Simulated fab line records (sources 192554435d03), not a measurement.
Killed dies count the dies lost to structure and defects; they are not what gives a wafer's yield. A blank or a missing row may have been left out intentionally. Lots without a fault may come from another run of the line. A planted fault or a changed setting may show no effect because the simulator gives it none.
fab line records || flow n5-finfet
[record] {"lots": 4, "wafers": 12, "last-day": 17}
route steps=1938 shown DUMMY_GATE@255 SPACER0@258 SD_EPI_N@262
lots that met no fault: taken from a fault-free run of the same line
start-h: hours from the record's first day to the start of the lot's first wafer shown || wait-h: how many hours have passed since the lot's step before this one || " same as the row above || L1.1+2: a row that stands for several wafers || - no value, or no start was given || * or withheld: withheld || < > ~ a bound
route shown NAME@n: a module of which the file shows steps, and the number in the route of the first || usual: mean/standard deviation taken from wafers without a fault || same: alike in all rows || chamber/n: place in a boat || sites: the reading at each site || _std_site: the values' standard deviation || _edge_site: the outer-site mean with the inner-site mean subtracted || radius-mm: for every site, how far away it sits from the centre of the wafer || mask NAME#n: copy n || behind: tool/chamber where the wafer was last shaped || hold: what put the lot on hold/how long, in hours/how the hold closed || device: whichever transistor did not switch (one of n, p or np) || end of line: tests run on the same wafers once the route is complete || a step with no rows: only its recipe || killed: not the wafer's yield, but the dies lost to structure and defects at the first sort || map: the dies of a wafer, with x for killed, . for not killed, _ for no die there
set.NAME: the run value of the setting; set.NAME@STEP: its run value at that earlier step || model.NAME: the simulator's own value behind a step, which no gauge read
certain route steps with their lots: each step a table, each wafer a row
services: when a tool's chamber went out of use (start-h, in hours from the record's first day, below 0 if earlier), for how many hours, and the reason
[[steps]]
[step N5_DUMMY_GATE_SRD_26]
[recipe] {"dry": "ipa-marangoni", "time-s": 30, "temp-c": 23, "rinse-liquid": "diw"}
[step N5_DUMMY_GATE_UV_OZONE_45]
[recipe] {"time-s": 120, "pressure-torr": 760, "temp-c": 25}
[step N5_SPACER0_ALD_07]
[recipe] {"material": "SiNx", "target-thk-a": 20, "temp-c": 400, "ald-precursor-family": "SiH2I2", "ald-co-reactant": "N2/H2-plasma", "pressure-torr": 2}
[step N5_SPACER0_ALD_00]
[recipe] {"material": "SiOCN", "target-thk-a": 35, "temp-c": 400, "ald-precursor-family": "alkyl-aminosilane", "ald-co-reactant": "O2/N2-plasma", "pulse-time-s": 3, "purge-time-s": 2, "co-reactant-purge-time-s": 2, "ald-cycles": 58, "pressure-torr": 2}
[step N5_SPACER0_ALD_08]
[recipe] {"material": "SiNx", "target-thk-a": 20, "temp-c": 400, "ald-precursor-family": "SiH2I2", "ald-co-reactant": "N2/H2-plasma", "pressure-torr": 2}
[step N5_SD_EPI_N_COAT_32]
[recipe] {"resist": "SOC", "temp-c": 250, "time-s": 60, "spin-rpm": 1500, "resist-thk-nm": 350}
[step N5_SD_EPI_N_COAT_33]
[recipe] {"resist": "SiARC", "temp-c": 220, "time-s": 60, "spin-rpm": 1500, "resist-thk-nm": 35}
[step N5_SD_EPI_N_COAT_03]
[recipe] {"resist": "CAR-ArF-block", "spin-rpm": 1500, "resist-thk-nm": 150}
[step N5_SD_EPI_N_EBR_05]
[recipe] {"solvent": "PGMEA", "ebr-width-mm": 1.5}
[step N5_SD_EPI_N_SOFTBAKE_04]
[recipe] {"temp-c": 110, "time-s": 60, "resist": "CAR-ArF-block"}
[step N5_SD_EPI_N_EXPOSE_06]
[recipe] {"mask-id": "SD_N_BLK", "na": 1.35, "source-shape": "conventional", "sigma-outer": 0.8, "polarization": "unpolarized", "target-cd-nm": 120, "dose-mj": 39.75}
[usual] {"exposure-dose-mJ-cm2": "40.0/0.31"}
[same] {"na": 1.35}
{"lot.wafer": "L671.1", "tool": "arfi-scanner-01", "chamber": 0, "start-h": 94.29, "wait-h": "-", "mask": "SD_N_BLK#0", "exposure-dose-mJ-cm2": 40.4}
{"lot.wafer": "L671.3", "tool": "arfi-scanner-01", "chamber": 0, "start-h": 94.29, "wait-h": "-", "mask": "SD_N_BLK#0", "exposure-dose-mJ-cm2": 40.4}
{"lot.wafer": "L671.4", "tool": "arfi-scanner-01", "chamber": 0, "start-h": 94.29, "wait-h": "-", "mask": "SD_N_BLK#0", "exposure-dose-mJ-cm2": 40.4}
{"lot.wafer": "L684.1", "tool": "arfi-scanner-01", "chamber": 0, "start-h": 170.30, "wait-h": "-", "mask": "SD_N_BLK#0", "exposure-dose-mJ-cm2": 38.7}
{"lot.wafer": "L684.4", "tool": "arfi-scanner-01", "chamber": 0, "start-h": 170.30, "wait-h": "-", "mask": "SD_N_BLK#0", "exposure-dose-mJ-cm2": 38.8}
{"lot.wafer": "L684.5", "tool": "arfi-scanner-01", "chamber": 0, "start-h": 170.30, "wait-h": "-", "mask": "SD_N_BLK#0", "exposure-dose-mJ-cm2": 38.8}
{"lot.wafer": "L685.1", "tool": "arfi-scanner-01", "chamber": 0, "start-h": 178.74, "wait-h": "-", "mask": "SD_N_BLK#0", "exposure-dose-mJ-cm2": 39.1}
{"lot.wafer": "L685.3", "tool": "arfi-scanner-01", "chamber": 0, "start-h": 178.74, "wait-h": "-", "mask": "SD_N_BLK#0", "exposure-dose-mJ-cm2": 39.1}
{"lot.wafer": "L685.6", "tool": "arfi-scanner-01", "chamber": 0, "start-h": 178.74, "wait-h": "-", "mask": "SD_N_BLK#0", "exposure-dose-mJ-cm2": 39.1}
{"lot.wafer": "L687.1", "tool": "arfi-scanner-02", "chamber": 0, "start-h": 188.27, "wait-h": "-", "mask": "SD_N_BLK#0", "exposure-dose-mJ-cm2": 39.7}
{"lot.wafer": "L687.4", "tool": "arfi-scanner-02", "chamber": 0, "start-h": 188.27, "wait-h": "-", "mask": "SD_N_BLK#0", "exposure-dose-mJ-cm2": 39.7}
{"lot.wafer": "L687.6", "tool": "arfi-scanner-02", "chamber": 0, "start-h": 188.27, "wait-h": "-", "mask": "SD_N_BLK#0", "exposure-dose-mJ-cm2": 39.7}
[step N5_SD_EPI_N_PEB_07]
[recipe] {"peb-temp-c": 110, "peb-time-s": 60, "resist": "CAR-ArF-block"}
[step N5_SD_EPI_N_DEVELOP_08]
[recipe] {"develop-time-s": 30, "developer": "TMAH", "resist": "CAR-ArF-block", "dev-temp-c": 23, "rinse-liquid": "diw", "dry": "air-spin"}
[step N5_SD_EPI_N_CD_MEAS_09]
[recipe] {"target-cd-nm": 120, "landing-energy-ev": 500, "detector": "se-inlens"}
[usual] {"cd-nm": "119.7/0.73"}
{"lot.wafer": "L671.1", "tool": "cd-sem-03", "chamber": 0, "start-h": 94.41, "wait-h": "-", "cd-nm": 119.8}
{"lot.wafer": "L671.3", "tool": "cd-sem-03", "chamber": 0, "start-h": 94.41, "wait-h": "-", "cd-nm": 119.7}
{"lot.wafer": "L671.4", "tool": "cd-sem-03", "chamber": 0, "start-h": 94.41, "wait-h": "-", "cd-nm": 119.6}
{"lot.wafer": "L684.1", "tool": "cd-sem-01", "chamber": 0, "start-h": 170.43, "wait-h": "-", "cd-nm": 115.2}
{"lot.wafer": "L684.4", "tool": "cd-sem-01", "chamber": 0, "start-h": 170.43, "wait-h": "-", "cd-nm": 116.5}
{"lot.wafer": "L684.5", "tool": "cd-sem-01", "chamber": 0, "start-h": 170.43, "wait-h": "-", "cd-nm": 116.3}
{"lot.wafer": "L685.1", "tool": "cd-sem-01", "chamber": 0, "start-h": 178.86, "wait-h": "-", "cd-nm": 117.8}
{"lot.wafer": "L685.3", "tool": "cd-sem-01", "chamber": 0, "start-h": 178.86, "wait-h": "-", "cd-nm": 118.9}
{"lot.wafer": "L685.6", "tool": "cd-sem-01", "chamber": 0, "start-h": 178.86, "wait-h": "-", "cd-nm": 118.4}
{"lot.wafer": "L687.1", "tool": "cd-sem-01", "chamber": 0, "start-h": 188.39, "wait-h": "-", "cd-nm": 118.8}
{"lot.wafer": "L687.4", "tool": "cd-sem-01", "chamber": 0, "start-h": 188.39, "wait-h": "-", "cd-nm": 118.4}
{"lot.wafer": "L687.6", "tool": "cd-sem-01", "chamber": 0, "start-h": 188.39, "wait-h": "-", "cd-nm": 118.5}
[step N5_SD_EPI_N_DESCUM_14]
[recipe] {"chemistry": "O2", "time-s": 7.9, "source-power-w": 50, "bias-power-w": 20, "pressure-mtorr": 20, "rf-frequency-hz": 2.712e+07, "temp-c": 40, "resist": "CAR-ArF-block", "o2-flow-sccm": 225}
[usual] {"drypump-motor-current-A": "5.6/0.41", "o2-flow-sccm": "225.1/0.71", "oes-product-au": "0.82/0.098", "rf-vpp-V": "243.7/1.2", "showerhead-plenum-p-Torr": "2.13/0.066", "throttle-valve-pct": "20.45/0.16"}
{"lot.wafer": "L671.1", "tool": "rie-diel-01", "chamber": 3, "start-h": 94.50, "wait-h": 0.0, "drypump-motor-current-A": 5.6, "o2-flow-sccm": 225.6, "oes-product-au": 0.72, "rf-hours-counter-h": 188, "rf-vpp-V": 243.8, "showerhead-plenum-p-Torr": 2.18, "throttle-valve-pct": 20.64, "model.SD_EPI_N.cd-nm": 119.8}
{"lot.wafer": "L671.3", "tool": "rie-diel-01", "chamber": 1, "start-h": 94.50, "wait-h": 0.0, "drypump-motor-current-A": 6.1, "o2-flow-sccm": 225.4, "oes-product-au": 0.90, "rf-hours-counter-h": 46, "rf-vpp-V": 245.0, "showerhead-plenum-p-Torr": 2.13, "throttle-valve-pct": 20.43, "model.SD_EPI_N.cd-nm": 119.8}
{"lot.wafer": "L671.4", "tool": "rie-diel-01", "chamber": 0, "start-h": 94.50, "wait-h": 0.0, "drypump-motor-current-A": 5.4, "o2-flow-sccm": 224.1, "oes-product-au": 0.91, "rf-hours-counter-h": "-", "rf-vpp-V": 243.0, "showerhead-plenum-p-Torr": 2.16, "throttle-valve-pct": 20.38, "model.SD_EPI_N.cd-nm": 119.8}
{"lot.wafer": "L684.1", "tool": "rie-diel-01", "chamber": 1, "start-h": 170.52, "wait-h": 0.0, "drypump-motor-current-A": 6.1, "o2-flow-sccm": 224.7, "oes-product-au": 0.84, "rf-hours-counter-h": 78, "rf-vpp-V": 243.6, "showerhead-plenum-p-Torr": 2.12, "throttle-valve-pct": 20.48, "model.SD_EPI_N.cd-nm": 115.2}
{"lot.wafer": "L684.4", "tool": "rie-diel-01", "chamber": 2, "start-h": 170.52, "wait-h": 0.0, "drypump-motor-current-A": 4.9, "o2-flow-sccm": 225.3, "oes-product-au": 0.92, "rf-hours-counter-h": 23, "rf-vpp-V": 243.8, "showerhead-plenum-p-Torr": 2.16, "throttle-valve-pct": 20.33, "model.SD_EPI_N.cd-nm": 116.8}
{"lot.wafer": "L684.5", "tool": "rie-diel-01", "chamber": 0, "start-h": 170.52, "wait-h": 0.0, "drypump-motor-current-A": 5.4, "o2-flow-sccm": 224.7, "oes-product-au": 0.85, "rf-hours-counter-h": "-", "rf-vpp-V": 243.6, "showerhead-plenum-p-Torr": 2.15, "throttle-valve-pct": 20.43, "model.SD_EPI_N.cd-nm": 116.6}
{"lot.wafer": "L685.1", "tool": "rie-diel-06", "chamber": 1, "start-h": 179.00, "wait-h": 0.1, "drypump-motor-current-A": 6.2, "o2-flow-sccm": 223.7, "oes-product-au": 0.70, "rf-hours-counter-h": 210, "rf-vpp-V": 240.5, "showerhead-plenum-p-Torr": 1.97, "throttle-valve-pct": 20.39, "model.SD_EPI_N.cd-nm": 118.2}
{"lot.wafer": "L685.3", "tool": "rie-diel-06", "chamber": 2, "start-h": 179.00, "wait-h": 0.1, "drypump-motor-current-A": 5.3, "o2-flow-sccm": 225.4, "oes-product-au": 0.86, "rf-hours-counter-h": 52, "rf-vpp-V": 246.8, "showerhead-plenum-p-Torr": 2.22, "throttle-valve-pct": 20.24, "model.SD_EPI_N.cd-nm": 119}
{"lot.wafer": "L685.6", "tool": "rie-diel-06", "chamber": 0, "start-h": 179.00, "wait-h": 0.1, "drypump-motor-current-A": 5.3, "o2-flow-sccm": 226.1, "oes-product-au": 0.74, "rf-hours-counter-h": "-", "rf-vpp-V": 242.7, "showerhead-plenum-p-Torr": 2.09, "throttle-valve-pct": 20.63, "model.SD_EPI_N.cd-nm": 118.8}
{"lot.wafer": "L687.1", "tool": "rie-diel-06", "chamber": 2, "start-h": 188.50, "wait-h": 0.0, "drypump-motor-current-A": 5.3, "o2-flow-sccm": 225.6, "oes-product-au": 0.86, "rf-hours-counter-h": 56, "rf-vpp-V": 245.6, "showerhead-plenum-p-Torr": 2.22, "throttle-valve-pct": 20.27, "model.SD_EPI_N.cd-nm": 118.6}
{"lot.wafer": "L687.4", "tool": "rie-diel-06", "chamber": 0, "start-h": 188.50, "wait-h": 0.0, "drypump-motor-current-A": 5.3, "o2-flow-sccm": 226.0, "oes-product-au": 0.74, "rf-hours-counter-h": 163, "rf-vpp-V": 245.2, "showerhead-plenum-p-Torr": 2.09, "throttle-valve-pct": 20.63, "model.SD_EPI_N.cd-nm": 118}
{"lot.wafer": "L687.6", "tool": "rie-diel-06", "chamber": 1, "start-h": 188.50, "wait-h": 0.0, "drypump-motor-current-A": 6.2, "o2-flow-sccm": 225.6, "oes-product-au": 0.70, "rf-hours-counter-h": "-", "rf-vpp-V": 241.2, "showerhead-plenum-p-Torr": 1.97, "throttle-valve-pct": 20.40, "model.SD_EPI_N.cd-nm": 119}
[step N5_SD_EPI_N_ETCH_34]
[recipe] {"chemistry": "CF4", "target": "SiARC", "target-depth-a": 455, "mask-material": "CAR-ArF-block", "time-s": 75.8, "ion-energy-ev": 80, "pressure-mtorr": 40, "source-w": 545, "bias-w": 36, "Ar_flow_sccm": 100, "cf4-flow-sccm": 100, "ends": "cleared"}
[step N5_SD_EPI_N_ETCH_35]
[recipe] {"chemistry": "N2/H2", "target": "SOC", "overetch-a": 1080, "mask-material": "SiARC", "temp-c": 40, "ion-energy-ev": 100, "source-w": 3000, "bias-w": 133, "pressure-mtorr": 20, "time-s": 486, "n2-flow-sccm": 200, "h2-flow-sccm": 200}
[step N5_SD_EPI_N_STRIP_36]
[recipe] {"chemistry": "N2/H2", "temp-c": 40, "n2-flow-sccm": 200, "h2-flow-sccm": 200, "rf-frequency-hz": 6e+07}
[step N5_SD_EPI_N_ETCHBACK_44]
[recipe] {"chemistry": "CH3F/O2", "mode": "anisotropic-etchback", "target": "SiNx", "target-depth-a": 145, "stop-on": "SiO2", "over-etch-frac": 0.3, "ion-energy-ev": 120, "pressure-mtorr": 30, "source-w": 395, "bias-w": 73, "Ar_flow_sccm": 150, "CH3F_flow_sccm": 30, "O2_flow_sccm": 20}
[step N5_SD_EPI_N_ETCH_45]
[recipe] {"chemistry": "CH3F/O2", "target": "SiOCN", "target-depth-a": 60, "mask-material": "SOC", "ion-energy-ev": 60, "bias-w": 29, "pressure-mtorr": 15, "source-w": 410, "Ar_flow_sccm": 150, "CH3F_flow_sccm": 30, "O2_flow_sccm": 20}
[step N5_SD_EPI_N_ETCH_16]
[recipe] {"chemistry": "CHF3/O2", "target": "SiO2", "target-depth-a": 50, "mask-material": "SOC", "pressure-mtorr": 30, "source-w": 650, "bias-w": 170, "Ar_flow_sccm": 200, "CHF3_flow_sccm": 50, "O2_flow_sccm": 5, "ion-energy-ev": 200}
[step N5_SD_EPI_N_STRIP_47]
[recipe] {"chemistry": "CHF3/O2", "resist": "SiARC", "rf-frequency-hz": 6e+07}
[step N5_SD_EPI_N_SD_RECESS_17]
[recipe] {"chemistry": "HBr/Cl2/O2", "target-depth-a": 410, "mask-material": "SOC", "time-s": 23.7, "bt-time-s": 3, "pressure-mtorr": 10, "icp-w": 800, "bias-w": 112, "HBr_flow_sccm": 150, "Cl2_flow_sccm": 80, "O2_flow_sccm": 12}
[usual] {"drypump-motor-current-A": "5.9/0.36", "mfc-cl2-sccm": "80.03/0.24", "oes-product-au": "0.995/0.016", "throttle-valve-pct": "37.08/0.27"}
{"lot.wafer": "L671.1", "tool": "rie-si-05", "chamber": 3, "start-h": 95.19, "wait-h": 0.0, "drypump-motor-current-A": 5.5, "mfc-cl2-sccm": 79.77, "oes-product-au": 0.997, "rf-hours-counter-h": 150, "throttle-valve-pct": 37.37, "model.SD_EPI_N.cd-nm": 118.4}
{"lot.wafer": "L671.3", "tool": "rie-si-05", "chamber": 2, "start-h": 95.19, "wait-h": 0.0, "drypump-motor-current-A": 6.6, "mfc-cl2-sccm": 79.93, "oes-product-au": 0.988, "rf-hours-counter-h": 189, "throttle-valve-pct": 37.46, "model.SD_EPI_N.cd-nm": 121.2}
{"lot.wafer": "L671.4", "tool": "rie-si-05", "chamber": 1, "start-h": 95.19, "wait-h": 0.0, "drypump-motor-current-A": 5.5, "mfc-cl2-sccm": 80.15, "oes-product-au": 0.972, "rf-hours-counter-h": 9, "throttle-valve-pct": 36.93, "model.SD_EPI_N.cd-nm": 119}
{"lot.wafer": "L684.1", "tool": "rie-si-03", "chamber": 0, "start-h": 171.20, "wait-h": 0.0, "drypump-motor-current-A": 6.1, "mfc-cl2-sccm": 79.96, "oes-product-au": 0.980, "rf-hours-counter-h": 100, "throttle-valve-pct": 37.51, "model.SD_EPI_N.cd-nm": 117.2}
{"lot.wafer": "L684.4", "tool": "rie-si-03", "chamber": 3, "start-h": 171.20, "wait-h": 0.0, "drypump-motor-current-A": 5.7, "mfc-cl2-sccm": 79.90, "oes-product-au": 0.975, "rf-hours-counter-h": 101, "throttle-valve-pct": 37.33, "model.SD_EPI_N.cd-nm": 117.8}
{"lot.wafer": "L684.5", "tool": "rie-si-03", "chamber": 1, "start-h": 171.20, "wait-h": 0.0, "drypump-motor-current-A": 6.2, "mfc-cl2-sccm": 80.09, "oes-product-au": 1.005, "rf-hours-counter-h": "-", "throttle-valve-pct": 37.23, "model.SD_EPI_N.cd-nm": 117.6}
{"lot.wafer": "L685.1", "tool": "rie-si-05", "chamber": 0, "start-h": 179.68, "wait-h": 0.0, "drypump-motor-current-A": 5.8, "mfc-cl2-sccm": 79.83, "oes-product-au": 1.020, "rf-hours-counter-h": 165, "throttle-valve-pct": 36.79, "model.SD_EPI_N.cd-nm": 117.2}
{"lot.wafer": "L685.3", "tool": "rie-si-05", "chamber": 3, "start-h": 179.68, "wait-h": 0.0, "drypump-motor-current-A": 5.4, "mfc-cl2-sccm": 79.91, "oes-product-au": 0.996, "rf-hours-counter-h": 152, "throttle-valve-pct": 37.34, "model.SD_EPI_N.cd-nm": 119.8}
{"lot.wafer": "L685.6", "tool": "rie-si-05", "chamber": 1, "start-h": 179.68, "wait-h": 0.0, "drypump-motor-current-A": 5.5, "mfc-cl2-sccm": 80.15, "oes-product-au": 0.982, "rf-hours-counter-h": "-", "throttle-valve-pct": 36.92, "model.SD_EPI_N.cd-nm": 119.4}
{"lot.wafer": "L687.1", "tool": "rie-si-06", "chamber": 0, "start-h": 189.18, "wait-h": 0.0, "drypump-motor-current-A": 6.0, "mfc-cl2-sccm": 80.29, "oes-product-au": 1.014, "rf-hours-counter-h": 95, "throttle-valve-pct": 36.82, "model.SD_EPI_N.cd-nm": 119.6}
{"lot.wafer": "L687.4", "tool": "rie-si-06", "chamber": 0, "start-h": 189.18, "wait-h": 0.0, "drypump-motor-current-A": 6.0, "mfc-cl2-sccm": 80.29, "oes-product-au": 1.009, "rf-hours-counter-h": "-", "throttle-valve-pct": 36.79, "model.SD_EPI_N.cd-nm": 119.6}
{"lot.wafer": "L687.6", "tool": "rie-si-06", "chamber": 2, "start-h": 189.18, "wait-h": 0.0, "drypump-motor-current-A": 6.3, "mfc-cl2-sccm": 80.16, "oes-product-au": 1.007, "rf-hours-counter-h": "-", "throttle-valve-pct": 36.97, "model.SD_EPI_N.cd-nm": 119.2}
[step N5_SD_EPI_N_STRIP_38]
[recipe] {"chemistry": "N2/H2", "power-w": 1000, "temp-c": 250, "h2-frac": 0.65, "overash-fraction": 0.3, "pressure-mtorr": "withheld", "n2-flow-sccm": 1750, "h2-flow-sccm": 3250}
[[services]]
{"tool": "arfi-scanner-01", "chamber": "-", "start-h": 71.94, "hours": 0.8, "kind": "pm"}
{"tool": "rie-diel-01", "chamber": 2, "start-h": 79.53, "hours": "-", "kind": "clean"}
{"tool": "rie-diel-01", "chamber": 2, "start-h": 79.53, "hours": "-", "kind": "consumable-replace:focus-ring"}
{"tool": "rie-diel-01", "chamber": 2, "start-h": 79.53, "hours": 25.2, "kind": "scheduled-down"}
{"tool": "rie-diel-01", "chamber": 2, "start-h": 79.53, "hours": 25.2, "kind": "vent-cycle"}
{"tool": "arfi-scanner-02", "chamber": "-", "start-h": 80.51, "hours": 1.3, "kind": "pm"}
{"tool": "arfi-scanner-01", "chamber": "-", "start-h": 85.29, "hours": 1.3, "kind": "pm"}
{"tool": "rie-diel-06", "chamber": 3, "start-h": 100.54, "hours": 10.5, "kind": "repair"}
{"tool": "arfi-scanner-01", "chamber": "-", "start-h": 111.27, "hours": 1.5, "kind": "pm"}
{"tool": "rie-diel-06", "chamber": "-", "start-h": 125.58, "hours": 28.1, "kind": "pm"}
{"tool": "arfi-scanner-02", "chamber": "-", "start-h": 127.80, "hours": 1.0, "kind": "pm"}
{"tool": "rie-diel-01", "chamber": 2, "start-h": 128.72, "hours": 2.3, "kind": "repair"}
{"tool": "rie-si-03", "chamber": 3, "start-h": 133.10, "hours": 14.5, "kind": "repair"}
{"tool": "arfi-scanner-02", "chamber": "-", "start-h": 135.63, "hours": 0.7, "kind": "repair"}
{"tool": "arfi-scanner-02", "chamber": "-", "start-h": 139.19, "hours": 4.9, "kind": "pm"}
{"tool": "arfi-scanner-01", "chamber": "-", "start-h": 144.70, "hours": 1.6, "kind": "repair"}
{"tool": "arfi-scanner-01", "chamber": "-", "start-h": 147.73, "hours": 8.5, "kind": "repair"}
{"tool": "arfi-scanner-02", "chamber": "-", "start-h": 160.44, "hours": 11.6, "kind": "repair"}
{"tool": "rie-diel-06", "chamber": 3, "start-h": 166.60, "hours": "-", "kind": "clean"}
{"tool": "rie-diel-06", "chamber": 3, "start-h": 166.60, "hours": "-", "kind": "consumable-replace:focus-ring"}
{"tool": "arfi-scanner-01", "chamber": "-", "start-h": 172.78, "hours": 1.0, "kind": "pm"}
{"tool": "arfi-scanner-02", "chamber": "-", "start-h": 174.32, "hours": 1.2, "kind": "repair"}
{"tool": "arfi-scanner-02", "chamber": 0, "start-h": 188.30, "hours": "-", "kind": "calibration"}
{"tool": "rie-si-06", "chamber": 1, "start-h": 188.39, "hours": 2.6, "kind": "repair"}
[[key]]
[first-sign] {"step": "N5_SD_EPI_N_EXPOSE_06", "reading": "exposure-dose-mJ-cm2", "direction": "down", "sigmas": 3.3, "usual": 40.0, "struck": 38.9}
[effect] {"step": "N5_SD_EPI_N_CD_MEAS_09", "reading": "cd-nm", "direction": "down", "sigmas": 3.5, "usual": 119.7, "struck": 117.2, "through": "control-loop"}
[model-effect] {"step": "N5_SD_EPI_N_DESCUM_14", "value": "SD_EPI_N.cd-nm", "without": 119.9, "struck": 117.4}
[model-effect] {"step": "N5_SD_EPI_N_SD_RECESS_17", "value": "SD_EPI_N.cd-nm", "without": 120.7, "struck": 118.2}
met-at N5_SD_EPI_N_EXPOSE_06
struck-wafers L684.1,L684.4,L684.5,L685.1,L685.3,L685.6
tester-left-out L684,L685
[loop-trim] {"step": "N5_SD_EPI_N_EXPOSE_06", "setting": "dose", "lots": "L685"}
onset-between 94.29 170.30
[fault] {"kind": "process-parameter-drift", "tool": "arfi-scanner-01", "chamber": "-", "onset-h": 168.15, "steps": "N5_SD_EPI_N_EXPOSE_06", "channel": "dose-mj", "offset": -1.5945, "shape": "step", "acts-in": "these-recipes-only", "stated": 39.75}
// tester-left-out: of these lots the tester's yield and bins aren't shown, on N5 and GAA mostly nor the transistor test; their killed dies are dies lost to structure and defects alone, not to doping, threshold or leakage, so they don't give the yield
// loop-trim: a control loop set the setting to another value than it would have without faults
